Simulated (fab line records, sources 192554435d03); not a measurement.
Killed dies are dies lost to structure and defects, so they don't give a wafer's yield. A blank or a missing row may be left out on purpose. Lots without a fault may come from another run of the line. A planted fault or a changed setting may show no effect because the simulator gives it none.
A struck lot beside a sound one | flow n5_finfet | 14 steps out of a route of 1938
Sound: wafers L920.1, L920.2, L920.4. Struck: wafers L932.2, L932.3, L932.6. The cause comes at the end.
At each step with rows: each side's tool, then ch and its chambers, then its first start. Under that, the readings that differ: sound wafers | struck wafers | difference of the means | sigmas: that difference in standard deviations of wafers without a fault.
alike: readings whose means differ by less than 2 such deviations, and words and numbers that are the same on both sides. not compared: withheld readings, readings that some wafer has no value for, bounds like >300 that may hide the same value, and numbers for which the record gives no deviation and whose values overlap.
The two part at a step that has a row with sigmas, a row that says differs or no value, or rows on one side only. Numbers that don't overlap but have no deviation are shown without sigmas and don't part them. A reading that every wafer of one side lacks parts them only if that side has two wafers or more.

first, 7 steps without rows for these wafers: N5_PASSIVATION_COAT_38; N5_PASSIVATION_EBR_40; N5_PASSIVATION_SOFTBAKE_39 (time 120 s); N5_PASSIVATION_EXPOSE_41 (exposes mask PASS OPEN, defocus 0 nm, target cd 40000 nm); N5_PASSIVATION_PEB_42; N5_PASSIVATION_DEVELOP_43 (develop time 60 s); N5_PASSIVATION_HARDBAKE_45 (time 120 s).
N5_PASSIVATION_CD_MEAS_44: target cd 40000 nm.
  sound on cd_sem-02 ch 0, day 14 06:25; struck on cd_sem-01 ch 0, day 17 22:26
  alike: cd_nm
N5_PASSIVATION_OVL_MEAS_66:
  sound on overlay-01 ch 0, day 14 06:27; struck on overlay-01 ch 0, day 17 22:28
  alike: PASS_OPEN_OVL
N5_PASSIVATION_INSPECT_67: inspects for defects (macro).
  sound on defect_inspect-01, day 14 06:28; struck on defect_inspect-01, day 17 22:29
  alike: raw_defect_count
N5_PASSIVATION_DESCUM_46: chemistry O2, time 7.9 s.
  sound on rie_diel-01 ch 0,1,2, day 14 06:47; struck on rie_diel-01 ch 1,2, day 17 22:35
  alike: bias_power_w, drypump_motor_current_A, oes_product_au, rf_fwd_power_W, rf_vpp_V, showerhead_plenum_p_Torr, throttle_valve_pct
  not compared: rf_hours_counter_h
N5_PASSIVATION_PASS_ETCH_47: etches SiNx in CF4/O2, target depth 770 nm, time 385 s.
  sound on rie_diel-01 ch 0,1,2, day 14 06:49; struck on rie_diel-01 ch 1,2, day 17 22:37
  alike: drypump_motor_current_A, mfc_ar_sccm, oes_product_au, rf_fwd_power_W, rf_vpp_V, showerhead_plenum_p_Torr, throttle_valve_pct
  not compared: rf_hours_counter_h
N5_PASSIVATION_ETCH_54: etches SiO2 in CHF3/O2, target depth 880 nm, time 440 s.
  sound on rie_diel-01 ch 0,1,2, day 14 07:03; struck on rie_diel-01 ch 1,2, day 17 22:50
  reading                                 | sound             | struck            | difference | sigmas
  rf_fwd_power_W (W)                      | 648.0 647.7 645.7 | 807.2 803.6 804.7 | +158.0     | +79
  rf_vpp_V (V)                            | 538 523 505       | 470 481 481       | -45        | -5
  model.etch.depth_nm (nm)                | 853.9 866.2 857.8 | 950.1 943.7 950.3 | +88.7      |
  model.PASSIVATION.feature_depth_nm (nm) | 853.8 866.2 857.8 | 950.2 943.8 950.2 | +88.8      |
  alike: drypump_motor_current_A, mfc_ar_sccm, oes_product_au, showerhead_plenum_p_Torr, throttle_valve_pct
  not compared: rf_hours_counter_h
N5_PASSIVATION_STRIP_48: strips in O2.
  sound on rie_diel-01 ch 0,1,2, day 14 07:20; struck on rie_diel-01 ch 1,2, day 17 23:08
  alike: drypump_motor_current_A, oes_product_au, rf_vpp_V, showerhead_plenum_p_Torr, throttle_valve_pct
  not compared: rf_hours_counter_h

WHERE THEY PART
Only at N5_PASSIVATION_ETCH_54, within this record. Later steps at which nothing parts them and some readings are alike: N5_PASSIVATION_STRIP_48.

WHY: what the simulator had put in
Process parameter drift: rie_diel-01, from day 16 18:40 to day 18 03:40, at N5_PASSIVATION_ETCH_54. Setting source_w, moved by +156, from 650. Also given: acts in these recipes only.
